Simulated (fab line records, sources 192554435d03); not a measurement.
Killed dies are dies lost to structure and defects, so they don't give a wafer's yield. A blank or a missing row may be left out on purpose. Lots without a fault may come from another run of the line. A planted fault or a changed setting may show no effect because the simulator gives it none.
A struck lot beside a sound one | flow n5_finfet | 25 steps out of a route of 1938
Sound: wafers L535.3, L535.5, L535.6. Struck: wafers L522.2, L522.5, L522.6. The cause comes at the end.
At each step with rows: each side's tool, then ch and its chambers, then its first start. Under that, the readings that differ: sound wafers | struck wafers | difference of the means | sigmas: that difference in standard deviations of wafers without a fault.
alike: readings whose means differ by less than 2 such deviations, and words and numbers that are the same on both sides. not compared: withheld readings, readings that some wafer has no value for, bounds like >300 that may hide the same value, and numbers for which the record gives no deviation and whose values overlap.
The two part at a step that has a row with sigmas, a row that says differs or no value, or rows on one side only. Numbers that don't overlap but have no deviation are shown without sigmas and don't part them. A reading that every wafer of one side lacks parts them only if that side has two wafers or more.

first, 11 steps without rows for these wafers: N5_BEOL_M14_VIA_ETCH_16 (etches SiO2 in C4F8/O2/Ar, target depth 1231.3 nm); N5_BEOL_M14_STRIP_63 (strips in O2); N5_BEOL_M14_STRIP_64 (strips in O2); N5_BEOL_M14_STRIP_71 (strips in post etch residue remover, time 60 s); N5_BEOL_M14_SRD_72 (time 30 s, dry time 30 s); N5_BEOL_M14_COAT_65 (time 60 s, resist thk 450 nm); N5_BEOL_M14_COAT_66 (time 60 s, resist thk 110 nm); N5_BEOL_M14_COAT_22 (resist thk 300 nm); N5_BEOL_M14_EBR_24; N5_BEOL_M14_SOFTBAKE_23 (time 60 s); N5_BEOL_M14_EXPOSE_25 (exposes mask M14, target cd 280 nm).
N5_BEOL_M14_PEB_26: peb time 90 s.
  sound on litho_track-05 ch 0, day 18 12:23; struck on litho_track-04 ch 0, day 15 15:13
  reading                  | sound                | struck               | difference | sigmas
  heater_power_total_W (W) | 173.2 172.5 171.9    | 178.6 179.1 178.5    | +6.2       | +9
  plate_temp_C (C)         | 129.89 130.05 129.78 | 133.71 133.79 133.86 | +3.88      | +28
  alike: resist_line_temp_C
then, 2 steps without rows for these wafers: N5_BEOL_M14_DEVELOP_27 (develop time 45 s); N5_BEOL_M14_HARDBAKE_32 (time 120 s).
N5_BEOL_M14_CD_MEAS_28: target cd 284.4 nm.
  sound on cd_sem-03 ch 0, day 18 12:31; struck on cd_sem-02 ch 0, day 15 15:20
  reading    | sound             | struck            | difference | sigmas
  cd_nm (nm) | 284.0 286.9 284.1 | 294.5 299.3 295.0 | +11.3      | +5
N5_BEOL_M14_DESCUM_33: chemistry O2, time 7.9 s.
  sound on rie_diel-05 ch 0,2,3, day 18 12:36; struck on rie_diel-05 ch 1,2, day 15 15:26
  reading                   | sound             | struck            | difference | sigmas
  model.BEOL_M14.cd_nm (nm) | 284.2 286.4 284.2 | 294.4 299.4 295.4 | +11.5      |
  alike: drypump_motor_current_A, oes_product_au, rf_vpp_V, showerhead_plenum_p_Torr, throttle_valve_pct
  not compared: rf_hours_counter_h
then, 6 steps without rows for these wafers: N5_BEOL_M14_ETCH_67 (etches SiARC in CF4, target depth 143 nm, time 238.3 s); N5_BEOL_M14_ETCH_68 (etches SOC in N2/H2, time 450 s); N5_BEOL_M14_STRIP_69 (strips in N2/H2); N5_BEOL_M14_TRENCH_ETCH_34 (etches SiO2 in C4F8/O2/Ar, target depth 556.65 nm, time 126.9 s); N5_BEOL_M14_STRIP_70 (strips in C4F8/O2/Ar); N5_BEOL_M14_STRIP_37 (strips in O2).
N5_BEOL_M14_ETCH_38: etches SiCN in CF4/N2, target depth 106.5 nm, time 120.6 s.
  sound on rie_diel-05 ch 2,3; struck on rie_diel-03 ch 0,3
  reading                   | sound           | struck            | difference | sigmas
  model.BEOL_M14.cd_nm (nm) | 282.4 284 279.8 | 290.4 296.8 292.2 | +11.1      |
  alike: drypump_motor_current_A, oes_product_au, rf_vpp_V, showerhead_plenum_p_Torr, throttle_valve_pct
  not compared: rf_hours_counter_h
then, 1 step without rows for these wafers: N5_BEOL_M14_PRECLEAN_39 (cleans in residue remover, time 60 s).
N5_PASSIVATION_PROBE_49:
  sound on prober-01, day 19 16:16; struck on prober-01, day 16 23:56
  alike: defect_limited_yield, killed_at_M0_to_M3, killed_at_M4_up, killed_at_contacts, killed_at_front_end, killed_at_other, killed_dies, killed_on_rim, killed_open, killed_short, sort_bin_4_leakage, sort_bin_5_function, sort_bin_6_memory, sort_n_pass, sort_yield_pct

WHERE THEY PART
First at N5_BEOL_M14_PEB_26; last, within this record, at N5_BEOL_M14_CD_MEAS_28. Later steps at which nothing parts them and some readings are alike: N5_BEOL_M14_DESCUM_33, N5_BEOL_M14_ETCH_38, N5_PASSIVATION_PROBE_49.

WHY: what the simulator had put in
Process parameter drift: litho_track-04, from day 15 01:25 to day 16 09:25, at N5_BEOL_M14_PEB_26. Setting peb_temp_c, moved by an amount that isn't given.
